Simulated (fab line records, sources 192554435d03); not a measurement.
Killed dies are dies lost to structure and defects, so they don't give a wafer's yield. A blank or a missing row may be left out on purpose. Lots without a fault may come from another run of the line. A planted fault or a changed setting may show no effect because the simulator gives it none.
One fault seen from 2 desks | flow n5_finfet | each desk has only its own numbers; what lay behind them comes last

THE METROLOGY DESK
What the gauges read, lot by lot, whatever tool the lot ran on: means of the sampled wafers that have a number. A lot is out of limits, marked OUT, if its mean lies more than 4 standard deviations from the usual mean; the brackets give that distance. Of its 10 readings 7 are shown: those that lie furthest out on some lot.
Columns: A = DIBL_P at N5_BEOL_M4_RC_MEAS_101, usual 36.3 mV/V; B = IOFF_N at N5_BEOL_M4_RC_MEAS_101, usual 0.155 nA/um; C = IOFF_P at N5_BEOL_M4_RC_MEAS_101, usual 0.210 nA/um; D = ION_N at N5_BEOL_M4_RC_MEAS_101, usual 677 uA/um; E = ION_P at N5_BEOL_M4_RC_MEAS_101, usual 465 uA/um; F = VT_N at N5_BEOL_M4_RC_MEAS_101, usual 249.9 mV; G = VT_P at N5_BEOL_M4_RC_MEAS_101, usual -250 mV
lot  | first seen here | A    | B     | C     | D   | E   | F     | G
L958 | day 7 14:16     | 37.6 | 0.172 | 0.218 | 681 | 468 | 250.0 | -250
L967 | day 10 08:43    | 36.4 | 0.166 | 0.238 | 677 | 469 | 249.0 | -246
L969 | day 11 14:02    | 36.0 | 0.167 | 0.232 | 674 | 467 | 248.2 | -249
L974 | day 12 16:43    | 35.5 | 0.136 | 0.172 | 663 | 454 | 252.6 | -256
This desk's finding: nothing out of limits on any of the 4 lots.

THE TOOL OWNER'S DESK: pecvd-01
The tool's own readings at N5_BEOL_M0_SAQP_PECVD_96 (deposits a-Si from SiH4/He, target thk 45 nm, time 45.2 s): means of the sampled wafers that have a number, for each lot that ran on this tool. A lot is out of limits, marked OUT, if its mean lies more than 4 standard deviations from the usual mean; the brackets give that distance.
Columns: A = heater_power_w at N5_BEOL_M0_SAQP_PECVD_96, usual 631 W; B = run_length_s at N5_BEOL_M0_SAQP_PECVD_96, usual 81.3 s; C = showerhead_plenum_p_Torr at N5_BEOL_M0_SAQP_PECVD_96, usual 5.67 Torr; D = throttle_valve_pct at N5_BEOL_M0_SAQP_PECVD_96, usual 18.4 %
lot  | first seen here | A   | B    | C    | D
L958 | day 5 13:17     | 567 | 81.0 | 5.64 | 17.7
L967 | day 7 15:25     | 578 | 80.9 | 5.65 | 17.9
L969 | day 8 03:35     | 535 | 80.6 | 5.65 | 17.9
This desk's finding: nothing out of limits on any of the 3 lots.

PUT TOGETHER
The metrology desk saw nothing out of limits.
The tool owner's desk saw nothing out of limits.

WHAT THE SIMULATOR HAD PUT IN
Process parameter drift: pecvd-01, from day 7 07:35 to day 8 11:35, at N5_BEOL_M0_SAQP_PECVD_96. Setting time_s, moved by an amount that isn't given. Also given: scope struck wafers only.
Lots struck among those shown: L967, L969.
